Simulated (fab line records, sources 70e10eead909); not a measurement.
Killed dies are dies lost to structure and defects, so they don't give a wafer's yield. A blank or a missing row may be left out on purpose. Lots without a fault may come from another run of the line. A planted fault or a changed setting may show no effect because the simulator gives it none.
Which tool did it? | flow nand_harc | 6 lots, 18 wafers sampled, at 3 steps of a route of 1302

WHAT THE GAUGES READ, wafer by wafer
NHARC_END_SORT_01.
lot  | measured     | on        | sort_bin_2_pct (%)
L172 | day 25 09:26 | prober-01 | 0.9 1.5 1.5
L181 | day 30 21:21 | prober-01 | 3.4 2.5 3.1
L187 | day 31 20:42 | prober-02 | 2.5 3.2 2.1

WHICH TOOL RAN EACH LOT (tool, then ch and the chambers of the sampled wafers, then the start)
lot  | NHARC_A_BONDPAD_PVD_27       | NHARC_THIN_TSV_STRIP_62
L169 | pvd_sputter-02, day 23 11:55 | plasma_asher-02 ch 0,1, day 24 04:35
L172 | pvd_sputter-03, day 24 06:33 | plasma_asher-01 ch 0,1, day 24 21:58
L178 | pvd_sputter-01, day 27 07:37 | plasma_asher-02 ch 0, day 27 23:31
L181 | pvd_sputter-01, day 29 12:21 | plasma_asher-02 ch 0,1, day 30 07:26
L187 | pvd_sputter-01, day 30 15:46 | plasma_asher-02 ch 0,1, day 31 07:25
L191 | pvd_sputter-02, day 32 22:10 | plasma_asher-01 ch 0,1, day 33 14:30
- NHARC_A_BONDPAD_PVD_27: deposits Cu, target thk 30 nm, time 20.49 s.
- NHARC_THIN_TSV_STRIP_62: strips in N2/H2, time 20 s.

THE ANSWER, worked out from the rows above alone
Rule: what is usual is taken from the lots themselves. Put in order of their means at a reading, lots are off if they are a third of the lots or fewer, leave a main group of 4 or more, and stand apart from it by a gap of 3 or more times the standard deviation of the main group's means; of several such gaps the widest counts. A main group whose means are all the same, to the digits that the tables above print for the reading, isn't used. A lot without any number at a reading at which 4 lots or more have one is off too. The other lots that the step has rows for count as sound.
No lot is off at any reading shown: from this, nothing can be told.

WHAT THE SIMULATOR HAD PUT IN
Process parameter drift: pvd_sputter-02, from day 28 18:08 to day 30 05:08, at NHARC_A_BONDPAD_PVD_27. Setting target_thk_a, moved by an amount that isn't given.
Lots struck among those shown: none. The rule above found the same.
